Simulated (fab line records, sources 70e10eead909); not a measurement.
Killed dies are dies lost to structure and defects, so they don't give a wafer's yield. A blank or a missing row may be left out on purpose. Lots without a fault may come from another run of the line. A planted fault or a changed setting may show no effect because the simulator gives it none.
A struck lot beside a sound one | flow nand_harc | 42 steps out of a route of 1159
Sound: wafers L994.3, L994.4, L994.5. Struck: wafer L106.1. The cause comes at the end.
At each step with rows: each side's tool, then ch and its chambers, then its first start. Under that, the readings that differ: sound wafers | struck wafers | difference of the means | sigmas: that difference in standard deviations of wafers without a fault.
alike: readings whose means differ by less than 2 such deviations, and words and numbers that are the same on both sides. not compared: withheld readings, readings that some wafer has no value for, bounds like >300 that may hide the same value, and numbers for which the record gives no deviation and whose values overlap.
The two part at a step that has a row with sigmas, a row that says differs or no value, or rows on one side only. Numbers that don't overlap but have no deviation are shown without sigmas and don't part them. A reading that every wafer of one side lacks parts them only if that side has two wafers or more.

NHARC_P_STI_CD_MEAS_16:
  sound on cd_sem-01, day 2 20:30; struck on cd_sem-02, day 6 00:37
  alike: cd_nm
NHARC_P_STI_OCD_MEAS_17:
  sound on ocd-01, day 2 20:35; struck on ocd-02, day 6 00:42
  alike: trench_depth_nm, trench_foot_cd_nm
then, 3 steps without rows for these wafers: NHARC_P_STI_STRIP_19 (strips in SPM, time 900 s); NHARC_P_STI_PRECLEAN_32 (cleans in SC1); NHARC_P_STI_SRD_23.
NHARC_P_STI_OCD_MEAS_43:
  sound on ocd-01, day 2 21:05; struck on ocd-01, day 6 01:13
  alike: trench_depth_nm, trench_foot_cd_nm
then, 3 steps without rows for these wafers: NHARC_P_STI_OXIDE_33 (material SiO2, target thk 10 nm, ox time 281 s); NHARC_P_STI_HDPCVD_20 (deposits SiO2); NHARC_P_STI_ANNEAL_34 (time 1800 s).
NHARC_P_STI_CMP_21: polishes, t overpolish 20 s, target thk 380.67 nm.
  sound on cmp-03 ch 1,3, day 3 15:10; struck on cmp-02 ch 2, day 6 20:04
  alike: motor_current_A, overpolish_run_s
then, 1 step without rows for these wafers: NHARC_P_STI_SRD_35.
NHARC_P_STI_ETCH_36: etches SiO2 in dHF, target depth 38.8 nm.
  sound on wet_bench-02 ch 1,5,6, day 3 15:30; struck on wet_bench-02 ch 2, day 6 20:25
then, 5 steps without rows for these wafers: NHARC_P_STI_STRIP_24 (strips Si3N4 in H3PO4); NHARC_P_STI_ETCH_37 (etches SiO2 in dHF, target depth 11 nm); NHARC_P_STI_PRECLEAN_38 (cleans in SC1); NHARC_P_STI_SRD_39; NHARC_P_STI_OXIDE_40 (material SiO2, target thk 10 nm, ox time 1362 s).
NHARC_P_STI_INSPECT_25:
  sound on defect_inspect-02, day 3 23:43; struck on defect_inspect-02, day 7 04:41
  reading          | sound       | struck | difference | sigmas
  raw_defect_count | 201 169 215 | 1292   | +1097      | +14
  not compared: hold
then, 11 steps without rows for these wafers: NHARC_P_GATE_PRECLEAN_70 (cleans in SC1); NHARC_P_GATE_SRD_01; NHARC_P_GATE_OXIDE_02 (material SiO2, target thk 37.5 nm, ox time 365 s); NHARC_P_GATE_DEHYDRATE_03 (time 120 s); NHARC_P_GATE_HMDS_04 (time 30 s); NHARC_P_GATE_COAT_05; NHARC_P_GATE_SOFTBAKE_06 (time 95 s); NHARC_P_GATE_EBR_07; NHARC_P_GATE_EXPOSE_08 (exposes mask P HV); NHARC_P_GATE_PEB_09 (peb time 85 s); NHARC_P_GATE_DEVELOP_10 (time 70 s).
NHARC_P_GATE_CD_MEAS_11: target cd 1640 nm.
  sound on cd_sem-01 ch 0, day 4 07:59; struck on cd_sem-01 ch 0, day 7 12:26
  alike: cd_nm
then, 1 step without rows for these wafers: NHARC_P_GATE_HARDBAKE_12 (time 80 s).
NHARC_P_GATE_DESCUM_13: chemistry O2, time 3 s.
  sound on rie_diel-01 ch 0,1, day 4 08:09; struck on rie_diel-01 ch 2, day 7 12:37
  alike: drypump_motor_current_A, oes_product_au, rf_vpp_V, showerhead_plenum_p_Torr, throttle_valve_pct
  not compared: rf_hours_counter_h
then, 6 steps without rows for these wafers: NHARC_P_GATE_ETCH_14 (etches SiO2 in dHF, target depth 48.8 nm); NHARC_P_GATE_STRIP_15 (strips in SPM, time 780 s); NHARC_P_GATE_PRECLEAN_71 (cleans in SC1); NHARC_P_GATE_SRD_72; NHARC_P_GATE_OXIDE_16 (material SiO2, target thk 3 nm, ox time 392 s); NHARC_P_GATE_CVD_17 (deposits poly-Si, target thk 150 nm, time 900 s).
NHARC_P_GATE_HM_DEP_102: deposits aC, target thk 120 nm.
  sound on acl_dep-03 ch 0, day 4 21:19; struck on acl_dep-03 ch 0, day 8 02:02
  alike: throttle_valve_pct
NHARC_P_GATE_DEP_103: deposits SiON, target thk 30 nm.
  sound on pecvd-01 ch 0,1,2, day 4 21:47; struck on pecvd-04 ch 1, day 8 03:05
  reading            | sound       | struck | difference | sigmas
  heater_power_w (W) | 823 749 670 | 918    | +171       | +2
NHARC_P_GATE_INSPECT_28:
  sound on defect_inspect-01, day 4 22:35; struck on defect_inspect-02, day 8 03:56
  reading          | sound | struck | difference | sigmas
  raw_defect_count | 5 4 6 | 1009   | +1004      | +99 or more
  not compared: hold
-- the record jumps here: 14 days lie between the struck wafers' starts before and after (it left off in module P_GATE and takes up again in module END, whose first step shown is number 1159 of the route) --
NHARC_END_SORT_01:
  the record has rows for the struck wafers here (prober-02 ch 0, day 22 13:32) and none for the sound ones

WHERE THEY PART
First at NHARC_P_STI_INSPECT_25; last, within this record, at NHARC_END_SORT_01.

WHY: what the simulator had put in
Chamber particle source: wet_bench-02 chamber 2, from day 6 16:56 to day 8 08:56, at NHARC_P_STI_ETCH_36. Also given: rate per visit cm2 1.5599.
